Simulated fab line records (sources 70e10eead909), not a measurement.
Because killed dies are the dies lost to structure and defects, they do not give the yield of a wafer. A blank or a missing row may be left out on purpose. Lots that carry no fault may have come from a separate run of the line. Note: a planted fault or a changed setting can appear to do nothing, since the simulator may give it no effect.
Matching of chambers / flow nand-harc / NHARC_A_STAIRCASE_STRIP_476 on rie-diel-07: 4 sister chambers
The step strips in O2, time 20 s. 18 wafers are shown with their chamber, then 9 later ones without.

== WAFERS, EACH WITH ITS CHAMBER ==
wafer=L074.3; chamber=2; drypump-motor-current-A (A)=6.0; showerhead-plenum-p-Torr (Torr)=3.51; oes-product-au (a.u.)=1.019
wafer=L074.5; chamber=0; drypump-motor-current-A (A)=5.8; showerhead-plenum-p-Torr (Torr)=3.49; oes-product-au (a.u.)=0.974
wafer=L074.6; chamber=3; drypump-motor-current-A (A)=4.9; showerhead-plenum-p-Torr (Torr)=3.37; oes-product-au (a.u.)=1.009
wafer=L075.2; chamber=0; drypump-motor-current-A (A)=5.8; showerhead-plenum-p-Torr (Torr)=3.49; oes-product-au (a.u.)=0.979
wafer=L075.4; chamber=1; drypump-motor-current-A (A)=6.3; showerhead-plenum-p-Torr (Torr)=3.39; oes-product-au (a.u.)=1.001
wafer=L075.5; chamber=3; drypump-motor-current-A (A)=4.9; showerhead-plenum-p-Torr (Torr)=3.37; oes-product-au (a.u.)=0.996
wafer=L076.1; chamber=0; drypump-motor-current-A (A)=5.9; showerhead-plenum-p-Torr (Torr)=3.49; oes-product-au (a.u.)=0.979
wafer=L076.3; chamber=1; drypump-motor-current-A (A)=6.3; showerhead-plenum-p-Torr (Torr)=3.39; oes-product-au (a.u.)=1.009
wafer=L076.4; chamber=3; drypump-motor-current-A (A)=4.9; showerhead-plenum-p-Torr (Torr)=3.37; oes-product-au (a.u.)=1.002
wafer=L078.2; chamber=3; drypump-motor-current-A (A)=4.9; showerhead-plenum-p-Torr (Torr)=3.36; oes-product-au (a.u.)=0.994
wafer=L078.3; chamber=0; drypump-motor-current-A (A)=5.8; showerhead-plenum-p-Torr (Torr)=3.48; oes-product-au (a.u.)=0.995
wafer=L078.4; chamber=2; drypump-motor-current-A (A)=6.0; showerhead-plenum-p-Torr (Torr)=3.50; oes-product-au (a.u.)=1.009
wafer=L080.2; chamber=1; drypump-motor-current-A (A)=6.3; showerhead-plenum-p-Torr (Torr)=3.39; oes-product-au (a.u.)=1.013
wafer=L080.3; chamber=0; drypump-motor-current-A (A)=5.8; showerhead-plenum-p-Torr (Torr)=3.48; oes-product-au (a.u.)=0.997
wafer=L080.4; chamber=1; drypump-motor-current-A (A)=6.3; showerhead-plenum-p-Torr (Torr)=3.39; oes-product-au (a.u.)=1.010
wafer=L093.2; chamber=2; drypump-motor-current-A (A)=5.9; showerhead-plenum-p-Torr (Torr)=3.48; oes-product-au (a.u.)=1.003
wafer=L093.4; chamber=0; drypump-motor-current-A (A)=5.8; showerhead-plenum-p-Torr (Torr)=3.46; oes-product-au (a.u.)=1.009
wafer=L093.5; chamber=3; drypump-motor-current-A (A)=4.9; showerhead-plenum-p-Torr (Torr)=3.34; oes-product-au (a.u.)=0.983

SIGNATURES, as means of the wafers listed above
reading=drypump-motor-current-A; chamber 0=5.817; chamber 1=6.300; chamber 2=5.967; chamber 3=4.900; scatter within a chamber=0.0327
reading=showerhead-plenum-p-Torr; chamber 0=3.4817; chamber 1=3.3900; chamber 2=3.4967; chamber 3=3.3620; scatter within a chamber=0.0114
reading=oes-product-au; chamber 0=0.98883; chamber 1=1.00825; chamber 2=1.01033; chamber 3=0.99680; scatter within a chamber=0.0104
Rule: a wafer lies at a distance from a chamber equal to the root of the sum of squares, over the readings, of (its reading less the chamber's mean, divided by the reading's scatter). The wafer belongs to the nearest chamber; if the next one is less than 2 further off, it can't be placed. The scatter: the root of (the sum of the squares of (reading less its chamber's mean) over the shown wafers, divided by (wafers less chambers)).

== WAFERS WHOSE CHAMBER IS MISSING ==
wafer=L094.2; drypump-motor-current-A (A)=6.3; showerhead-plenum-p-Torr (Torr)=3.37; oes-product-au (a.u.)=1.015
wafer=L094.3; drypump-motor-current-A (A)=6.0; showerhead-plenum-p-Torr (Torr)=3.48; oes-product-au (a.u.)=1.008
wafer=L094.5; drypump-motor-current-A (A)=4.9; showerhead-plenum-p-Torr (Torr)=3.34; oes-product-au (a.u.)=0.991
wafer=L096.1; drypump-motor-current-A (A)=6.3; showerhead-plenum-p-Torr (Torr)=3.36; oes-product-au (a.u.)=1.019
wafer=L096.3; drypump-motor-current-A (A)=5.9; showerhead-plenum-p-Torr (Torr)=3.48; oes-product-au (a.u.)=1.003
wafer=L096.4; drypump-motor-current-A (A)=4.9; showerhead-plenum-p-Torr (Torr)=3.34; oes-product-au (a.u.)=0.995
wafer=L097.1; drypump-motor-current-A (A)=5.9; showerhead-plenum-p-Torr (Torr)=3.47; oes-product-au (a.u.)=1.004
wafer=L097.4; drypump-motor-current-A (A)=4.9; showerhead-plenum-p-Torr (Torr)=3.33; oes-product-au (a.u.)=1.012
wafer=L097.5; drypump-motor-current-A (A)=6.3; showerhead-plenum-p-Torr (Torr)=3.36; oes-product-au (a.u.)=1.013

== EACH ONE'S CHAMBER ==
wafer=L094.2; from the rows above=1; in truth=1
wafer=L094.3; from the rows above=2; in truth=2
wafer=L094.5; from the rows above=3; in truth=3
wafer=L096.1; from the rows above=1; in truth=1
wafer=L096.3; from the rows above=can't be placed: 2 or 0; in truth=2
wafer=L096.4; from the rows above=3; in truth=3
wafer=L097.1; from the rows above=can't be placed: 0 or 2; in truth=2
wafer=L097.4; from the rows above=3; in truth=3
wafer=L097.5; from the rows above=1; in truth=1
Placed correctly: 7 of 9. Unplaceable from these rows: 2, with the true chamber sitting among the candidates in 2. Placed wrongly: 0.
